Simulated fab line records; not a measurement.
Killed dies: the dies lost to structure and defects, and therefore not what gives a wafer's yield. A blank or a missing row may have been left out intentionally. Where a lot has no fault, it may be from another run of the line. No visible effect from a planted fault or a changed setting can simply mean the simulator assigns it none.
Which tool is to blame? / flow n5_finfet / 13 lots with 34 wafers sampled at 5 steps, on a route of 1938 steps

## WHAT THE GAUGES SHOWED, per wafer
N5_BEOL_M0_OCD_MEAS_108.
lot=L976; measured=day 7 10:56; on=ocd-01; trench_depth_nm (nm)=31.9 32.9 34.2
lot=L977; measured=day 7 12:14; on=ocd-01; trench_depth_nm (nm)=32.2 31.0 31.2
lot=L978; measured=day 7 12:34; on=ocd-02; trench_depth_nm (nm)=31.9 32.7 30.9
lot=L980; measured=day 7 12:50; on=ocd-01; trench_depth_nm (nm)=34.1 34.7 33.0
lot=L979; measured=day 7 13:04; on=ocd-02; trench_depth_nm (nm)=32.1 31.0 32.7
lot=L982; measured=day 7 13:15; on=ocd-02; trench_depth_nm (nm)=32.9 33.4
lot=L984; measured=day 7 18:52; on=ocd-01; trench_depth_nm (nm)=33.6 33.8
lot=L987; measured=day 8 18:10; on=ocd-02; trench_depth_nm (nm)=32.7 33.4
lot=L989; measured=day 9 07:13; on=ocd-01; trench_depth_nm (nm)=33.6 31.8 32.7
lot=L994; measured=day 10 14:10; on=ocd-01; trench_depth_nm (nm)=31.8 31.8 32.4
lot=L995; measured=day 10 16:52; on=ocd-02; trench_depth_nm (nm)=31.9 31.4
lot=L996; measured=day 10 23:55; on=ocd-02; trench_depth_nm (nm)=32.6 32.3
lot=L998; measured=day 11 10:07; on=ocd-01; trench_depth_nm (nm)=33.1 33.2 33.5

N5_BEOL_M1_THK_MEAS_01.
lot=L976; measured=day 7 13:16; on=film_metro-02; M1_ILD_THK (nm)=77.8 79.0 78.7
lot=L977; measured=day 7 14:43; on=film_metro-02; M1_ILD_THK (nm)=79.5 80.2 79.1
lot=L978; measured=day 7 14:54; on=film_metro-02; M1_ILD_THK (nm)=79.5 78.6 79.8
lot=L980; measured=day 7 19:58; on=film_metro-01; M1_ILD_THK (nm)=79.6 82.4 81.3
lot=L979; measured=day 7 15:57; on=film_metro-01; M1_ILD_THK (nm)=76.9 77.2 78.1
lot=L982; measured=day 7 16:35; on=film_metro-02; M1_ILD_THK (nm)=80.2 80.4
lot=L984; measured=day 7 22:24; on=film_metro-02; M1_ILD_THK (nm)=79.8 79.2
lot=L987; measured=day 8 22:15; on=film_metro-01; M1_ILD_THK (nm)=56.8 57.4
lot=L989; measured=day 9 11:14; on=film_metro-02; M1_ILD_THK (nm)=80.0 78.5 79.7
lot=L994; measured=day 10 19:07; on=film_metro-02; M1_ILD_THK (nm)=77.3 79.2 78.9
lot=L995; measured=day 10 21:22; on=film_metro-02; M1_ILD_THK (nm)=79.3 80.0
lot=L996; measured=day 11 03:03; on=film_metro-01; M1_ILD_THK (nm)=78.8 80.6
lot=L998; measured=day 11 13:43; on=film_metro-01; M1_ILD_THK (nm)=79.7 78.5 79.8

## WHAT TOOL EACH LOT RAN ON (gives the tool, then ch and the chambers of the sampled wafers, and finally the start)
lot=L976; N5_BEOL_M0_SPUTTER_132=pvd_sputter-03, day 7 11:51; N5_BEOL_M0_ANNEAL_133=pvd_sputter-03, day 7 11:56; N5_BEOL_M1_ILD_DEP_00=pecvd-03 ch 1,2, day 7 13:12
lot=L977; N5_BEOL_M0_SPUTTER_132=pvd_sputter-02, day 7 13:08; N5_BEOL_M0_ANNEAL_133=pvd_sputter-02, day 7 13:13; N5_BEOL_M1_ILD_DEP_00=pecvd-02 ch 0,1,2, day 7 14:38
lot=L978; N5_BEOL_M0_SPUTTER_132=pvd_sputter-01, day 7 13:29; N5_BEOL_M0_ANNEAL_133=pvd_sputter-01, day 7 13:34; N5_BEOL_M1_ILD_DEP_00=pecvd-02 ch 0,1, day 7 14:50
lot=L980; N5_BEOL_M0_SPUTTER_132=pvd_sputter-01, day 7 18:20; N5_BEOL_M0_ANNEAL_133=pvd_sputter-01, day 7 18:25; N5_BEOL_M1_ILD_DEP_00=pecvd-02 ch 0,1,2, day 7 19:53
lot=L979; N5_BEOL_M0_SPUTTER_132=pvd_sputter-02, day 7 14:32; N5_BEOL_M0_ANNEAL_133=pvd_sputter-02, day 7 14:37; N5_BEOL_M1_ILD_DEP_00=pecvd-03 ch 1,2, day 7 15:53
lot=L982; N5_BEOL_M0_SPUTTER_132=pvd_sputter-02, day 7 15:02; N5_BEOL_M0_ANNEAL_133=pvd_sputter-02, day 7 15:07; N5_BEOL_M1_ILD_DEP_00=pecvd-01 ch 0,1, day 7 16:31
lot=L984; N5_BEOL_M0_SPUTTER_132=pvd_sputter-03, day 7 20:20; N5_BEOL_M0_ANNEAL_133=pvd_sputter-03, day 7 20:25; N5_BEOL_M1_ILD_DEP_00=pecvd-03 ch 0,1, day 7 22:21
lot=L987; N5_BEOL_M0_SPUTTER_132=pvd_sputter-01, day 8 20:50; N5_BEOL_M0_ANNEAL_133=pvd_sputter-01, day 8 20:55; N5_BEOL_M1_ILD_DEP_00=pecvd-02 ch 2, day 8 22:11
lot=L989; N5_BEOL_M0_SPUTTER_132=pvd_sputter-02, day 9 08:42; N5_BEOL_M0_ANNEAL_133=pvd_sputter-02, day 9 08:47; N5_BEOL_M1_ILD_DEP_00=pecvd-01 ch 0,1, day 9 11:10
lot=L994; N5_BEOL_M0_SPUTTER_132=pvd_sputter-02, day 10 16:20; N5_BEOL_M0_ANNEAL_133=pvd_sputter-02, day 10 16:25; N5_BEOL_M1_ILD_DEP_00=pecvd-03 ch 0,2, day 10 19:03
lot=L995; N5_BEOL_M0_SPUTTER_132=pvd_sputter-02, day 10 19:23; N5_BEOL_M0_ANNEAL_133=pvd_sputter-02, day 10 19:28; N5_BEOL_M1_ILD_DEP_00=pecvd-01 ch 0,1, day 10 21:19
lot=L996; N5_BEOL_M0_SPUTTER_132=pvd_sputter-03, day 11 01:28; N5_BEOL_M0_ANNEAL_133=pvd_sputter-03, day 11 01:33; N5_BEOL_M1_ILD_DEP_00=pecvd-01 ch 0,1, day 11 02:59
lot=L998; N5_BEOL_M0_SPUTTER_132=pvd_sputter-01, day 11 12:03; N5_BEOL_M0_ANNEAL_133=pvd_sputter-01, day 11 12:08; N5_BEOL_M1_ILD_DEP_00=pecvd-01 ch 0,1,2, day 11 13:39
- N5_BEOL_M0_SPUTTER_132: material Cu, target thk 4 nm, time 7.37 s.
- N5_BEOL_M0_ANNEAL_133: time 60 s.
- N5_BEOL_M1_ILD_DEP_00: deposits SiOC from DEMS/O2, target thk 79 nm, time 15.3 s.

## AS READ BY THE TOOLS THEMSELVES (means over the sampled wafers that have a number; for cases with no such wafer, the mark the record gives instead)
N5_BEOL_M0_SPUTTER_132.
lot=L976; tool=pvd_sputter-03; chuck_gas_flow_sccm (sccm)=1.24; throttle_valve_pct (%)=30.3
lot=L977; tool=pvd_sputter-02; chuck_gas_flow_sccm (sccm)=1.27; throttle_valve_pct (%)=30.3
lot=L978; tool=pvd_sputter-01; chuck_gas_flow_sccm (sccm)=1.21; throttle_valve_pct (%)=30.8
lot=L980; tool=pvd_sputter-01; chuck_gas_flow_sccm (sccm)=1.24; throttle_valve_pct (%)=30.5
lot=L979; tool=pvd_sputter-02; chuck_gas_flow_sccm (sccm)=1.27; throttle_valve_pct (%)=30.6
lot=L982; tool=pvd_sputter-02; chuck_gas_flow_sccm (sccm)=1.23; throttle_valve_pct (%)=30.5
lot=L984; tool=pvd_sputter-03; chuck_gas_flow_sccm (sccm)=1.31; throttle_valve_pct (%)=33.5
lot=L987; tool=pvd_sputter-01; chuck_gas_flow_sccm (sccm)=1.25; throttle_valve_pct (%)=30.1
lot=L989; tool=pvd_sputter-02; chuck_gas_flow_sccm (sccm)=1.21; throttle_valve_pct (%)=29.8
lot=L994; tool=pvd_sputter-02; chuck_gas_flow_sccm (sccm)=1.24; throttle_valve_pct (%)=30.3
lot=L995; tool=pvd_sputter-02; chuck_gas_flow_sccm (sccm)=1.27; throttle_valve_pct (%)=30.6
lot=L996; tool=pvd_sputter-03; chuck_gas_flow_sccm (sccm)=1.23; throttle_valve_pct (%)=28.6
lot=L998; tool=pvd_sputter-01; chuck_gas_flow_sccm (sccm)=1.25; throttle_valve_pct (%)=29.9

N5_BEOL_M0_ANNEAL_133.
lot=L976; tool=pvd_sputter-03; heater_power_w (W)=909
lot=L977; tool=pvd_sputter-02; heater_power_w (W)=812
lot=L978; tool=pvd_sputter-01; heater_power_w (W)=904
lot=L980; tool=pvd_sputter-01; heater_power_w (W)=797
lot=L979; tool=pvd_sputter-02; heater_power_w (W)=807
lot=L982; tool=pvd_sputter-02; heater_power_w (W)=795
lot=L984; tool=pvd_sputter-03; heater_power_w (W)=926
lot=L987; tool=pvd_sputter-01; heater_power_w (W)=870
lot=L989; tool=pvd_sputter-02; heater_power_w (W)=821
lot=L994; tool=pvd_sputter-02; heater_power_w (W)=805
lot=L995; tool=pvd_sputter-02; heater_power_w (W)=824
lot=L996; tool=pvd_sputter-03; heater_power_w (W)=828
lot=L998; tool=pvd_sputter-01; heater_power_w (W)=741

N5_BEOL_M1_ILD_DEP_00.
lot=L976; tool=pecvd-03; chamber_pressure_Torr (Torr)=5.000; heater_power_w (W)=413; showerhead_plenum_p_Torr (Torr)=5.708; throttle_valve_pct (%)=11.6
lot=L977; tool=pecvd-02; chamber_pressure_Torr (Torr)=5.001; heater_power_w (W)=441; showerhead_plenum_p_Torr (Torr)=5.701; throttle_valve_pct (%)=11.8
lot=L978; tool=pecvd-02; chamber_pressure_Torr (Torr)=5.010; heater_power_w (W)=429; showerhead_plenum_p_Torr (Torr)=5.692; throttle_valve_pct (%)=11.9
lot=L980; tool=pecvd-02; chamber_pressure_Torr (Torr)=4.998; heater_power_w (W)=452; showerhead_plenum_p_Torr (Torr)=5.701; throttle_valve_pct (%)=11.8
lot=L979; tool=pecvd-03; chamber_pressure_Torr (Torr)=5.002; heater_power_w (W)=456; showerhead_plenum_p_Torr (Torr)=5.702; throttle_valve_pct (%)=11.6
lot=L982; tool=pecvd-01; chamber_pressure_Torr (Torr)=4.992; heater_power_w (W)=434; showerhead_plenum_p_Torr (Torr)=5.681; throttle_valve_pct (%)=12.4
lot=L984; tool=pecvd-03; chamber_pressure_Torr (Torr)=5.016; heater_power_w (W)=482; showerhead_plenum_p_Torr (Torr)=5.688; throttle_valve_pct (%)=12.2
lot=L987; tool=pecvd-02; chamber_pressure_Torr (Torr)=4.991; heater_power_w (W)=386; showerhead_plenum_p_Torr (Torr)=5.697; throttle_valve_pct (%)=11.3
lot=L989; tool=pecvd-01; chamber_pressure_Torr (Torr)=4.998; heater_power_w (W)=436; showerhead_plenum_p_Torr (Torr)=5.671; throttle_valve_pct (%)=12.1
lot=L994; tool=pecvd-03; chamber_pressure_Torr (Torr)=5.000; heater_power_w (W)=424; showerhead_plenum_p_Torr (Torr)=5.706; throttle_valve_pct (%)=11.5
lot=L995; tool=pecvd-01; chamber_pressure_Torr (Torr)=5.005; heater_power_w (W)=423; showerhead_plenum_p_Torr (Torr)=5.678; throttle_valve_pct (%)=12.2
lot=L996; tool=pecvd-01; chamber_pressure_Torr (Torr)=4.987; heater_power_w (W)=408; showerhead_plenum_p_Torr (Torr)=5.668; throttle_valve_pct (%)=12.2
lot=L998; tool=pecvd-01; chamber_pressure_Torr (Torr)=5.007; heater_power_w (W)=424; showerhead_plenum_p_Torr (Torr)=5.684; throttle_valve_pct (%)=12.0

## THE ANSWER, worked out from the rows above alone
Rule: the lots themselves supply what counts as usual. Put in order of their means at a reading, lots are off if they are a third of the lots or fewer, leave a main group of 4 or more, and stand apart from it by a gap of 3 or more times the standard deviation of the main group's means; of several such gaps the widest counts. Not used: any main group whose means are identical at the precision the tables above print for the reading. A lot without any number at a reading at which 4 lots or more have one is off too. The other lots that the step has rows for count as sound. First the gauges in route order, then the tools' own readings, where a lot's mean is used as printed above. At the first step where some lot is off, the reading lying furthest off is the one used; lots without a number count as furthest.
Off: L987, at N5_BEOL_M1_THK_MEAS_01 (M1_ILD_THK). The main group has a mean of 79.4 nm with a standard deviation of 0.89.
A tool fits if, at a process step before that reading, it ran every lot that is off, and no sound lot after the first of them. Those tools and the gauges at N5_BEOL_M1_THK_MEAS_01 are tried in the same way. One fits: N5_BEOL_M1_ILD_DEP_00 on pecvd-02. Its last sound lot is L980 (day 7 19:53), its first lot that is off L987 (day 8 22:11): a fault that began between those two fits.

## WHAT THE SIMULATOR HAD INSERTED
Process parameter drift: pecvd-02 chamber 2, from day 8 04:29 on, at N5_BEOL_M1_ILD_DEP_00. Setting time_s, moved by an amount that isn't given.
Lots struck among those shown: L987. Same finding as the rule above.
